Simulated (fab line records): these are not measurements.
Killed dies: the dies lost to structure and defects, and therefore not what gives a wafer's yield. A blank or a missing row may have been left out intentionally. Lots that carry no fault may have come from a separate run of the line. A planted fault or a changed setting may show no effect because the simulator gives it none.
fab line records	flow nand_harc
record: lots: 12	wafers: 36	last_day: 34
route steps=1302 shown P_GATE@205 P_CONTACT@240 END@1302
lots that met no fault: from a run of the same line without faults
start_h: the number of hours between the record's first day and the start of the first shown wafer of the lot	wait_h: time in hours since the lot's previous step	" same as the row above	L1.1+2: several wafers, shown together as one row	- no value, or no start given	* or withheld: withheld	< > ~ a bound
route shown NAME@n: a module of which the file shows steps, and the number in the route of the first	usual: mean and standard deviation over wafers with no fault	same: alike in all rows	chamber/n: place in a boat	sites: each site's reading	_std_site: the values' standard deviation	_edge_site: mean of outer sites minus mean of inner sites	radius_mm: for every site, how far away it sits from the centre of the wafer	mask NAME#n: copy n	behind: tool/chamber where the wafer was last shaped	hold: what put the lot on hold/how long, in hours/how the hold closed	device: names the non-switching transistor (n, p or np)	end of line: the same wafers' tests at the end of the route	where a step has no rows: the recipe by itself	killed: count of dies lost to structure and defects at first sort (not the wafer's yield)	map: shows each die of a wafer: x if killed, . if not, _ if none is there
set.NAME: the run value of the setting; set.NAME@STEP: its run value at that earlier step	model.NAME: the simulator's own value behind a step, which no gauge read
steps of the route over a sample of lots; a table a step, a row a wafer
services: a tool's chamber out of use, with start hour (start_h, from the record's first day; less than 0 if before it), hours out, and reason
== steps ==
step: NHARC_P_GATE_STRIP_95
recipe: power_w: 1500	temp_c: 250	chemistry: O2
usual: drypump_motor_current_A: 5.88/0.11	heater_power_w: 300/39	temp_c: 250.00/0.18
lot.wafer	tool	chamber	start_h	wait_h	drypump_motor_current_A	heater_power_w	rf_hours_counter_h	temp_c
L534.4	plasma_asher-02	1	107.35	0.3	6.01	359	-	249.92
L534.6	"	0	"	"	5.86	272	-	250.08
L534.5	"	1	"	"	6.01	355	-	249.94
L538.1	plasma_asher-01	0	156.61	0.6	5.92	241	35	250.08
L538.3	"	1	"	"	5.69	335	-	250.31
L538.6	"	0	"	"	5.93	241	-	249.78
L539.1	plasma_asher-01	1	160.69	0.6	5.67	340	36	250.01
L539.3	"	1	"	"	5.69	341	-	250.06
L539.5	"	1	"	"	5.67	341	-	249.71
L541.1	plasma_asher-02	1	178.14	0.5	6.01	358	21	249.86
L541.3	"	1	"	"	6.00	357	-	249.93
L541.5	"	1	"	"	6.01	360	-	249.70
L543.2	plasma_asher-01	1	199.76	0.6	5.67	311	6	249.89
L543.1	"	0	"	"	5.92	257	6	250.19
L543.4	"	1	"	"	5.71	310	-	249.74
L545.3	plasma_asher-02	0	221.78	0.4	5.85	267	-	249.93
L545.6	"	0	"	"	5.85	269	-	249.76
L545.5	"	1	"	"	6.00	359	-	249.95
L547.1	plasma_asher-02	1	245.12	0.6	6.02	356	34	250.18
L547.6	"	1	"	"	6.01	358	-	250.10
L547.5	"	0	"	"	5.87	267	-	250.15
L548.3	plasma_asher-01	0	262.09	0.4	5.93	251	-	249.92
L548.5	"	0	"	"	5.94	254	-	249.97
L548.6	"	1	"	"	5.70	311	-	249.72
L549.1	plasma_asher-02	1	262.54	0.6	6.01	328	2	249.83
L549.3	"	1	"	"	6.02	318	-	249.83
L549.5	"	0	"	"	5.87	286	-	250.11
L550.1	plasma_asher-02	0	275.94	0.6	5.87	278	6	250.27
L550.2	"	1	"	"	6.02	322	6	249.72
L550.6	"	0	"	"	5.90	291	-	250.27
L551.1	plasma_asher-01	1	281.72	0.5	5.71	313	23	249.80
L551.3	"	1	"	"	5.70	311	-	249.91
L551.5	"	0	"	"	5.93	249	-	249.99
L557.2	plasma_asher-02	0	338.23	0.6	5.86	285	18	249.93
L557.1	"	1	"	"	6.01	331	18	250.14
L557.3	"	0	"	"	5.86	279	-	249.96
step: NHARC_P_CONTACT_ETCH_31
recipe: target_depth_a: 300	time_s: 85.7	ion_energy_ev: 120	over_etch_frac: 1	ch3f_flow_sccm: 50	o2_flow_sccm: 30	ar_flow_sccm: 200	rf_w: 500	bias_w: 100	chemistry: CH3F/O2
usual: bias_w: 100.01/0.28	ch3f_flow_sccm: 50.00/0.14	drypump_motor_current_A: 5.6/0.57	o2_flow_sccm: 30.00/0.093	oes_product_au: 0.973/0.016	rf_vpp_V: 244.2/1.6	showerhead_plenum_p_Torr: 2.45/0.098	throttle_valve_pct: 20.664/0.0088
lot.wafer	tool	chamber	start_h	wait_h	bias_w	ch3f_flow_sccm	drypump_motor_current_A	o2_flow_sccm	oes_product_au	rf_hours_counter_h	rf_vpp_V	showerhead_plenum_p_Torr	throttle_valve_pct
L534.4	rie_diel-04	1	111.70	-	100.10	49.93	4.8	29.92	0.967	4.5	247.1	2.62	20.659
L534.5	"	2	"	"	100.35	50.05	4.6	29.94	0.961	-	242.9	2.38	20.674
L534.6	"	3	"	"	100.35	50.29	4.7	29.97	0.944	-	245.6	2.55	20.678
L538.3	rie_diel-03	1	161.00	-	99.75	50.15	6.5	30.10	0.965	1.3	241.8	2.36	20.669
L538.1	"	2	"	"	100.03	49.91	5.9	30.12	0.986	1.3	247.5	2.63	20.672
L538.6	"	0	"	"	100.42	49.95	5.7	29.84	0.973	-	246.1	2.51	20.672
L539.3	rie_diel-03	1	165.06	-	99.36	49.88	6.4	30.10	0.943	1.6	243.8	2.36	20.674
L539.1	"	3	"	"	100.20	50.14	5.1	29.96	0.950	1.8	243.3	2.38	20.658
L539.5	"	2	"	"	99.93	50.00	5.9	30.06	0.959	-	246.5	2.63	20.673
L541.1	rie_diel-03	3	182.49	-	100.01	50.01	5.1	30.17	0.964	2.6	243.6	2.37	20.677
L541.3	"	2	"	"	99.79	49.91	5.9	30.00	0.986	2.6	247.6	2.63	20.662
L541.5	"	3	"	"	100.14	49.96	5.1	29.97	0.971	-	243.3	2.37	20.680
L543.4	rie_diel-03	1	204.13	-	100.29	49.73	6.5	30.06	0.980	3.3	242.5	2.36	20.654
L543.1	"	2	"	"	100.00	50.11	5.9	30.25	0.976	3.3	247.2	2.63	20.673
L543.2	"	0	"	"	100.41	49.86	5.7	30.07	0.987	3.1	246.4	2.51	20.657
L545.3	rie_diel-03	2	226.16	-	99.79	49.99	5.9	29.92	0.975	4.3	247.2	2.63	20.664
L545.6	"	3	"	"	100.33	49.82	5.1	30.18	0.961	-	243.4	2.37	20.655
L545.5	"	0	"	"	99.60	49.88	5.8	30.02	0.980	-	245.4	2.51	20.662
L547.1	rie_diel-02	0	249.50	-	100.19	49.91	6.4	30.12	0.983	0.8	244.6	2.54	20.667
L547.5	"	2	"	"	99.87	49.92	5.0	30.04	1.008	-	245.2	2.44	20.659
L547.6	"	3	"	"	99.90	50.23	5.4	30.15	0.961	-	240.4	2.35	20.673
L548.3	rie_diel-03	0	266.34	-	100.10	49.95	5.7	30.01	0.988	5.1	244.3	2.51	20.661
L548.6	"	3	"	"	100.15	50.14	5.1	29.83	0.973	-	242.6	2.37	20.638
L548.5	"	0	"	"	99.91	49.79	5.7	30.11	0.992	-	245.0	2.51	20.684
L549.1	rie_diel-04	0	266.92	-	-	-	-	-	-	-	-	-	-
L549.3	"	1	"	"	-	-	-	-	-	-	-	-	-
L549.5	"	1	"	"	-	-	-	-	-	-	-	-	-
L550.2	rie_diel-03	1	280.50	-	-	-	-	-	-	-	-	-	-
L550.1	"	2	"	"	-	-	-	-	-	-	-	-	-
L550.6	"	1	"	"	-	-	-	-	-	-	-	-	-
L551.1	rie_diel-04	3	286.08	-	-	-	-	-	-	-	-	-	-
L551.3	"	0	"	"	-	-	-	-	-	-	-	-	-
L551.5	"	2	"	"	-	-	-	-	-	-	-	-	-
L557.1	rie_diel-04	3	342.58	-	100.14	50.15	4.6	30.00	0.981	7.7	242.9	2.55	20.680
L557.3	"	0	"	"	100.03	49.91	5.9	29.81	0.988	7.9	242.9	2.34	20.671
L557.2	"	2	"	"	99.95	50.07	4.6	29.97	0.984	7.7	243.4	2.37	20.667
step: NHARC_P_CONTACT_STRIP_28
recipe: o2_flow_sccm: 500	ar_flow_sccm: 0	bias_w: 0	chemistry: O2
usual: drypump_motor_current_A: 5.5/0.62	o2_flow_sccm: 500.1/1.7	oes_product_au: 0.996/0.01	rf_vpp_V: 57.8/0.87	showerhead_plenum_p_Torr: 3.53/0.15	throttle_valve_pct: 17.037/0.0093
lot.wafer	tool	chamber	start_h	wait_h	drypump_motor_current_A	o2_flow_sccm	oes_product_au	rf_hours_counter_h	rf_vpp_V	showerhead_plenum_p_Torr	throttle_valve_pct
L534.4	rie_diel-04	0	111.88	0.1	6.0	498.7	0.990	5.7	56.9	3.38	17.032
L534.6	"	0	"	"	6.0	500.2	0.988	-	56.7	3.38	17.024
L534.5	"	1	"	"	4.8	500.0	0.987	-	59.5	3.76	17.050
L538.1	rie_diel-04	2	161.19	0.1	4.7	499.7	1.008	9.1	57.6	3.41	17.059
L538.3	"	0	"	"	6.0	500.5	1.004	8.5	56.4	3.37	17.049
L538.6	"	2	"	"	4.7	497.4	0.995	-	56.6	3.41	17.033
L539.1	rie_diel-04	1	165.28	0.1	4.8	499.9	0.995	7.6	57.5	3.75	17.041
L539.3	"	2	"	"	4.7	500.0	1.004	9.1	57.6	3.41	17.031
L539.5	"	1	"	"	4.8	503.5	0.998	-	58.2	3.75	17.045
L541.1	rie_diel-03	2	182.71	0.1	5.9	498.3	0.998	2.6	58.1	3.77	17.029
L541.3	"	0	"	"	5.7	497.1	0.986	2.6	58.6	3.60	17.018
L541.5	"	1	"	"	6.5	500.3	0.988	-	58.0	3.39	17.027
L543.2	rie_diel-02	3	204.33	0.1	5.4	500.1	0.998	4.1	56.7	3.38	17.051
L543.1	"	0	"	"	6.4	500.4	1.000	4.3	57.0	3.64	17.037
L543.4	"	1	"	"	5.9	500.2	0.993	4.8	57.5	3.44	17.030
L545.3	rie_diel-02	3	226.38	0.1	5.4	502.3	0.978	0.0	57.4	3.38	17.032
L545.6	"	0	"	"	6.4	501.5	1.017	-	57.9	3.64	17.038
L545.5	"	1	"	"	5.9	501.3	0.999	-	56.2	3.44	17.014
L547.1	rie_diel-04	0	249.72	0.1	5.9	498.1	0.994	1.9	56.6	3.37	17.035
L547.5	"	2	"	"	4.7	499.4	0.986	-	57.1	3.41	17.027
L547.6	"	3	"	"	4.7	499.0	0.995	-	58.3	3.66	17.041
L548.3	rie_diel-02	3	266.58	0.1	5.4	498.2	0.991	1.1	58.8	3.38	17.049
L548.6	"	0	"	"	6.4	499.2	1.016	-	58.5	3.64	17.030
L548.5	"	1	"	"	5.9	497.6	0.986	-	56.4	3.44	17.051
L549.3	rie_diel-03	3	267.14	0.1	5.1	501.3	0.987	4.9	57.2	3.41	17.056
L549.1	"	1	"	"	6.5	503.6	0.989	5.3	57.3	3.39	17.048
L549.5	"	3	"	"	5.1	501.6	0.993	-	55.9	3.41	17.044
L550.1	rie_diel-04	2	280.70	0.1	4.7	502.1	0.992	3.9	57.1	3.41	17.028
L550.2	"	3	"	"	4.6	499.3	1.003	3.8	59.7	3.65	17.029
L550.6	"	2	"	"	4.7	500.4	0.996	-	57.9	3.41	17.036
L551.1	rie_diel-02	2	286.30	0.1	5.1	503.4	1.015	1.4	57.5	3.50	17.028
L551.3	"	3	"	"	5.3	497.6	0.987	1.4	58.5	3.38	17.042
L551.5	"	3	"	"	5.4	499.2	0.974	-	57.5	3.38	17.043
L557.2	rie_diel-03	3	342.78	0.1	5.1	502.3	1.004	2.0	58.3	3.41	17.043
L557.1	"	1	"	"	6.5	498.2	1.005	1.7	56.6	3.39	17.034
L557.3	"	2	"	"	5.9	501.2	1.000	1.8	57.9	3.76	17.016
step: NHARC_P_CONTACT_PVD_32
recipe: target_thk_a: 50	chamber_pressure_pa: 5	power_w: 5000	substrate_temp_c: 200	time_s: 17.7	material: Ti
usual: throttle_valve_pct: 29.9/1.2
lot.wafer	tool	chamber	start_h	wait_h	throttle_valve_pct
L534.4	pvd_sputter-01	-	-	-	30.6
L534.5	"	-	"	"	29.0
L534.6	"	-	"	"	30.6
L538.3	pvd_sputter-01	-	-	-	28.8
L538.1	"	-	"	"	30.5
L538.6	"	-	"	"	30.3
L539.1	pvd_sputter-02	-	-	-	30.2
L539.3	"	-	"	"	29.3
L539.5	"	-	"	"	30.1
L541.3	pvd_sputter-01	-	-	-	31.5
L541.1	"	-	"	"	28.5
L541.5	"	-	"	"	31.3
L543.2	pvd_sputter-02	-	-	-	27.5
L543.1	"	-	"	"	29.2
L543.4	"	-	"	"	30.0
L545.3	pvd_sputter-03	-	-	-	27.8
L545.6	"	-	"	"	30.4
L545.5	"	-	"	"	30.2
L547.1	pvd_sputter-01	-	-	-	30.5
L547.6	"	-	"	"	30.6
L547.5	"	-	"	"	31.5
L548.3	pvd_sputter-03	-	-	-	30.6
L548.6	"	-	"	"	27.6
L548.5	"	-	"	"	30.4
L549.1	pvd_sputter-01	-	-	-	28.6
L549.3	"	-	"	"	30.4
L549.5	"	-	"	"	28.6
L550.2	pvd_sputter-02	-	-	-	31.0
L550.1	"	-	"	"	29.5
L550.6	"	-	"	"	30.8
L551.1	pvd_sputter-01	-	-	-	28.5
L551.3	"	-	"	"	30.8
L551.5	"	-	"	"	28.7
L557.1	pvd_sputter-02	-	-	-	29.7
L557.3	"	-	"	"	31.3
L557.2	"	-	"	"	30.3
step: NHARC_END_SORT_01
recipe: temp_c: 25
usual: killed_at_array: 52/18	killed_at_other: 0.6/0.83	killed_at_periphery: 4.3/2.8	killed_dies: 57/19	killed_open: 3.4/2	killed_short: 2.5/1.7
same: gross_dies: 677
lot.wafer	tool	chamber	start_h	wait_h	killed_at_array	killed_at_other	killed_at_periphery	killed_dies	killed_open	killed_short
L539.1	prober-02	0	596.22	2.5	67	0	4	71	3	5
L539.3	prober-02	0	597.82	3.1	78	1	2	81	7	6
L539.5	prober-02	0	599.43	3.7	58	0	0	58	3	3
L541.1	prober-01	0	606.61	2.5	61	0	5	66	6	3
L541.3	prober-01	0	608.24	3.1	55	1	2	58	2	1
L541.5	prober-01	0	609.86	3.7	66	0	2	68	2	5
L551.1	prober-01	0	714.23	2.5	32	0	645	677	7	3
L551.3	prober-01	0	715.85	3.1	31	4	642	677	1	1
L551.5	prober-01	0	717.48	3.7	32	1	644	677	3	2
L550.1	prober-02	0	714.27	2.5	66	0	611	677	2	6
L550.2	prober-02	0	715.08	2.8	72	0	605	677	6	4
L550.6	prober-02	0	718.29	4.0	62	0	615	677	5	3
L549.1	prober-02	0	722.11	2.5	32	0	645	677	2	2
L549.3	prober-02	0	723.73	3.1	42	1	634	677	5	3
L549.5	prober-02	0	725.36	3.8	33	1	643	677	4	1
killed by level:class
L539.1 A_CHANNEL_HOLE_D2:chamber_film_flake=37 A_SLIT:chamber_film_flake=19 A_CONTACT:chamber_film_flake=3 P_GATE:geometric_particle:short=2 A_STAIRCASE:chamber_film_flake=2 P_GATE:geometric_particle:open=1 A_ONON_D2:geometric_particle:short=1 A_CHANNEL_HOLE_D2:geometric_particle:short=1
L539.3 A_CHANNEL_HOLE_D2:chamber_film_flake=43 A_SLIT:chamber_film_flake=14 A_CHANNEL_HOLE_D1:geometric_particle:open=2 A_CHANNEL_HOLE_D2:geometric_particle:short=2 P_GATE:chamber_film_flake=2 A_CHANNEL_HOLE_D1:chamber_film_flake=2 A_CONTACT:chamber_film_flake=2 A_ONON_D1:geometric_particle:short=1
L539.5 A_CHANNEL_HOLE_D2:chamber_film_flake=30 A_SLIT:chamber_film_flake=15 A_STAIRCASE:chamber_film_flake=3 A_SGD_CUT:chamber_film_flake=2 A_ONON_D1:geometric_particle:short=1 A_CHANNEL_HOLE_D1:geometric_particle:short=1 A_CHANNEL_HOLE_D1:geometric_particle:open=1 A_CHANNEL_FILL_D1:geometric_particle:short=1
L541.1 A_CHANNEL_HOLE_D1:chamber_film_flake=34 A_CHANNEL_HOLE_D2:chamber_film_flake=10 A_STAIRCASE:chamber_film_flake=4 A_CONTACT:chamber_film_flake=4 P_GATE:geometric_particle:open=2 P_M0:geometric_particle:open=1 A_ONON_D1:geometric_particle:open=1 A_ONON_D2:geometric_particle:short=1
L541.3 A_CHANNEL_HOLE_D1:chamber_film_flake=34 A_CHANNEL_HOLE_D2:chamber_film_flake=11 A_STAIRCASE:chamber_film_flake=3 P_GATE:chamber_film_flake=2 A_CONTACT:chamber_film_flake=2 A_CHANNEL_HOLE_D1:geometric_particle:open=1 A_DECK1_JOINT:geometric_particle:short=1 A_ONON_D2:geometric_particle:open=1
L541.5 A_CHANNEL_HOLE_D1:chamber_film_flake=33 A_CHANNEL_HOLE_D2:chamber_film_flake=8 A_SLIT:chamber_film_flake=7 A_CONTACT:chamber_film_flake=5 A_ZERO_WELL:chamber_film_flake=4 A_ONON_D2:geometric_particle:short=3 A_ONON_D1:geometric_particle:short=2 P_GATE:geometric_particle:open=1
L551.1 P_CONTACT:area_etch=636 A_CHANNEL_HOLE_D1:chamber_film_flake=10 P_GATE:chamber_film_flake=6 A_SLIT:chamber_film_flake=5 A_CHANNEL_FILL_D2:chamber_film_flake=3 A_DECK1_JOINT:geometric_particle:open=2 A_ONON_D2:geometric_particle:open=2 A_M0:geometric_particle:open=2
L550.1 P_CONTACT:area_etch=609 A_CHANNEL_HOLE_D1:chamber_film_flake=32 A_SLIT:chamber_film_flake=15 A_CHANNEL_HOLE_D2:chamber_film_flake=6 A_STAIRCASE:chamber_film_flake=4 P_CONTACT:geometric_particle:short=1 A_CHANNEL_HOLE_D1:geometric_particle:open=1 A_CHANNEL_FILL_D1:geometric_particle:open=1
L550.2 P_CONTACT:area_etch=600 A_CHANNEL_HOLE_D1:chamber_film_flake=38 A_SLIT:chamber_film_flake=10 A_CHANNEL_HOLE_D2:chamber_film_flake=10 A_ONON_D2:geometric_particle:open=2 A_ONON_D2:geometric_particle:short=2 A_CHANNEL_FILL_D2:geometric_particle:short=2 P_GATE:chamber_film_flake=2
L551.3 P_CONTACT:area_etch=637 A_CHANNEL_HOLE_D1:chamber_film_flake=12 A_SLIT:chamber_film_flake=6 A_CONTACT:chamber_film_flake=6 P_GATE:chamber_film_flake=5 A_STAIRCASE:chamber_film_flake=4 THIN_TSV:chamber_film_flake=3 A_CHANNEL_HOLE_D1:geometric_particle:open=1
L551.5 P_CONTACT:area_etch=635 A_CHANNEL_HOLE_D1:chamber_film_flake=11 P_GATE:chamber_film_flake=8 A_CONTACT:chamber_film_flake=6 A_STAIRCASE:chamber_film_flake=5 A_SLIT:chamber_film_flake=4 A_ONON_D1:geometric_particle:open=1 A_ONON_D2:geometric_particle:short=1
L550.6 P_CONTACT:area_etch=610 A_CHANNEL_HOLE_D1:chamber_film_flake=27 A_SLIT:chamber_film_flake=15 A_CHANNEL_HOLE_D2:chamber_film_flake=8 P_GATE:chamber_film_flake=3 A_STAIRCASE:chamber_film_flake=3 P_M0:geometric_particle:open=1 A_SOURCE_PLATE:geometric_particle:open=1
L549.1 P_CONTACT:area_etch=642 A_SLIT:chamber_film_flake=20 A_M0:chamber_film_flake=4 A_CONTACT:chamber_film_flake=3 A_WL_FILL:chamber_film_flake=2 P_CONTACT:geometric_particle:open=1 P_M0:geometric_particle:open=1 A_WL_FILL:geometric_particle:short=1
L549.3 P_CONTACT:area_etch=628 A_SLIT:chamber_film_flake=19 A_CHANNEL_HOLE_D1:chamber_film_flake=6 A_CONTACT:chamber_film_flake=4 P_ZERO_WELL:chamber_film_flake=3 A_M0:geometric_particle:open=2 A_CHANNEL_FILL_D2:chamber_film_flake=2 A_WL_FILL:chamber_film_flake=2
L549.5 P_CONTACT:area_etch=640 A_SLIT:chamber_film_flake=14 A_CONTACT:chamber_film_flake=7 A_CHANNEL_HOLE_D1:chamber_film_flake=3 A_CHANNEL_FILL_D2:chamber_film_flake=3 A_CHANNEL_FILL_D2:geometric_particle:open=2 P_M0:geometric_particle:open=1 A_ONON_D1:geometric_particle:short=1
== services ==
tool	chamber	start_h	hours	kind
pvd_sputter-02	-	104.00	10.0	pm
rie_diel-03	-	104.30	9.0	pm
rie_diel-03	0	104.30	9.0	vent_cycle
plasma_asher-02	-	115.78	0.5	repair
plasma_asher-01	-	147.16	1.4	repair
pvd_sputter-02	-	150.08	10.1	repair
plasma_asher-01	-	165.00	9.0	pm
rie_diel-04	-	177.90	9.0	pm
pvd_sputter-03	-	183.25	10.0	pm
pvd_sputter-02	-	187.23	2.3	repair
rie_diel-02	-	192.16	0.3	repair
pvd_sputter-02	-	202.97	0.8	repair
rie_diel-03	-	208.38	0.4	repair
pvd_sputter-01	-	209.65	0.5	repair
rie_diel-02	-	216.70	9.0	pm
pvd_sputter-01	-	226.00	10.0	pm
plasma_asher-02	-	249.00	9.0	pm
rie_diel-03	-	281.30	9.0	pm
pvd_sputter-02	-	282.00	10.0	pm
rie_diel-04	1	282.13	8.7	repair
plasma_asher-02	-	286.24	2.1	repair
rie_diel-03	1	294.82	5.3	repair
rie_diel-03	-	330.66	0.8	repair
plasma_asher-01	-	342.26	9.0	pm
== key ==
first_sign: step: NHARC_P_CONTACT_ETCH_31	reading: tool_record	direction: missing
effect: step: NHARC_END_SORT_01	reading: killed_at_periphery	direction: up	sigmas: 99+	usual: 4.3	struck: 631.6
more_kills_born_at: NHARC_P_CONTACT_ETCH_31@rie_diel-04: 3818	NHARC_P_CONTACT_ETCH_31@rie_diel-03: 1819
met_at NHARC_P_CONTACT_ETCH_31
struck_lots L549,L550,L551
later_rows_left_out L549.1,L549.3,L549.5,L550.1,L550.2,L550.6,L551.1,L551.3,L551.5
tester_left_out L549,L550,L551
not_acting_at NHARC_P_GATE_STRIP_95,NHARC_P_CONTACT_STRIP_28,NHARC_P_CONTACT_PVD_32
onset_between 266.34 266.92
fault: kind: skipped_step_whole	tool: rie_diel-03,rie_diel-04	chamber: -	onset_h: 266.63	steps: NHARC_P_CONTACT_ETCH_31	scope: struck_lots_only
tester_left_out: of these lots the tester's yield and bins aren't shown, on N5 and GAA mostly nor the transistor test; their killed dies are dies lost to structure and defects alone, not to doping, threshold or leakage, so they don't give the yield
later_rows_left_out: the simulator's readings of these wafers behind a module that went badly wrong aren't trusted and aren't shown, but for the sort
